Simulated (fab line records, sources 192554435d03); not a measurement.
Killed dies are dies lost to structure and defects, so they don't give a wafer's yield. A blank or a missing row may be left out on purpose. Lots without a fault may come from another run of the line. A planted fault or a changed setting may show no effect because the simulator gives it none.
Split-lot experiment | flow n5_finfet | 7 lots, 21 wafers read, on a route of 1938 steps

THE SPLIT
At N5_MIM_BOT_ETCH_ETCH_03 (etches the open film in Cl2/BCl3, target depth 12 nm), the setting icp_w was moved away from the recipe's 800 W on 9 of the 21 wafers read, by -6.0% to +9.5%. The other wafers ran this setting at the recipe's value.

The reading is taken at the split's own step.

THE READING
etch.depth_nm (the simulator's own value, which no gauge read), in nm, at N5_MIM_BOT_ETCH_ETCH_03 (etches the open film in Cl2/BCl3, target depth 12 nm). The file gives no usual value for it. The 12 wafers here that ran the recipe average 12.20 nm, standard deviation 0.23 nm.

wafer  | tool, chamber at the split | icp_w as run, W | against the recipe | etch.depth_nm, nm | against lot-mates on the recipe
L076.1 | rie_metal-02, 0            | 800             | recipe             | 12.33             | -
L076.2 | rie_metal-02, 1            | 751.8           | -6.0%              | 11.71             | -0.62
L076.3 | rie_metal-02, 0            | 751.8           | -6.0%              | 11.6              | -0.73
L078.4 | rie_metal-02, 1            | 800             | recipe             | 12.24             | -
L078.5 | rie_metal-02, 0            | 759.1           | -5.1%              | 11.73             | -0.59
L078.6 | rie_metal-02, 1            | 800             | recipe             | 12.39             | -
L082.3 | rie_metal-01, 0            | 841.5           | +5.2%              | 12.37             | +0.57
L082.5 | rie_metal-01, 0            | 841.5           | +5.2%              | 12.24             | +0.44
L082.6 | rie_metal-01, 1            | 800             | recipe             | 11.8              | -
L085.2 | rie_metal-01, 1            | 800             | recipe             | 12.1              | -
L085.3 | rie_metal-01, 0            | 875.9           | +9.5%              | 12.95             | +0.85
L085.4 | rie_metal-01, 1            | 875.9           | +9.5%              | 13.08             | +0.98
L086.2 | rie_metal-01, 1            | 861.5           | +7.7%              | 12.74             | +1.06
L086.5 | rie_metal-01, 0            | 800             | recipe             | 11.68             | -
L086.6 | rie_metal-01, 1            | 861.5           | +7.7%              | 12.8              | +1.12
L089.1 | rie_metal-02, 1            | 800             | recipe             | 12.2              | -
L089.2 | rie_metal-02, 0            | 800             | recipe             | 12.38             | -
L089.4 | rie_metal-02, 1            | 800             | recipe             | 12.26             | -
L091.1 | rie_metal-02, 1            | 800             | recipe             | 12.3              | -
L091.3 | rie_metal-02, 1            | 800             | recipe             | 12.34             | -
L091.4 | rie_metal-02, 0            | 800             | recipe             | 12.42             | -

THE FIT
A straight line over all 21 wafers: etch.depth_nm changes by +0.0781 nm for each +1% of icp_w; r = +0.87; the points scatter about the line by 0.21 nm.
The same after taking each lot's own level away (the mean of its wafers on the recipe; 21 wafers): +0.112 nm for each +1%; r = +0.98; scatter 0.11 nm.
On that fit, the largest move of icp_w shifts the reading by 1.1 nm.
The lots' own levels span 11.680 to 12.353 nm, that is 3.0 times the standard deviation above.
So the lot-to-lot level changes the slope: the two fits differ.
Check: with one of the wafers moved furthest among these (+9.5%) left out of the fit, the line predicts +1.12 nm for it against its lot-mates. It came out at +0.85 nm against them.

OTHER SPLITS ON THESE WAFERS
These wafers also went through other splits before the reading. Each is held against what the fit with the lots' levels taken away leaves over:
other split on the same wafers | wafers away from the commonest value | r with etch.depth_nm (lot level and that fit taken away)
N5_BEOL_M14_EXPOSE_07 dose_mj  | 6                                    | +0.01
N5_BEOL_M15_EXPOSE_07 dose_mj  | 6                                    | +0.11
N5_MIM_BOT_ETCH_ETCH_04 time_s | 6                                    | +0.20

THE FILE'S OWN FIT
etch.depth_nm changes by +0.112 nm for each +1% of icp_w, r = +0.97.
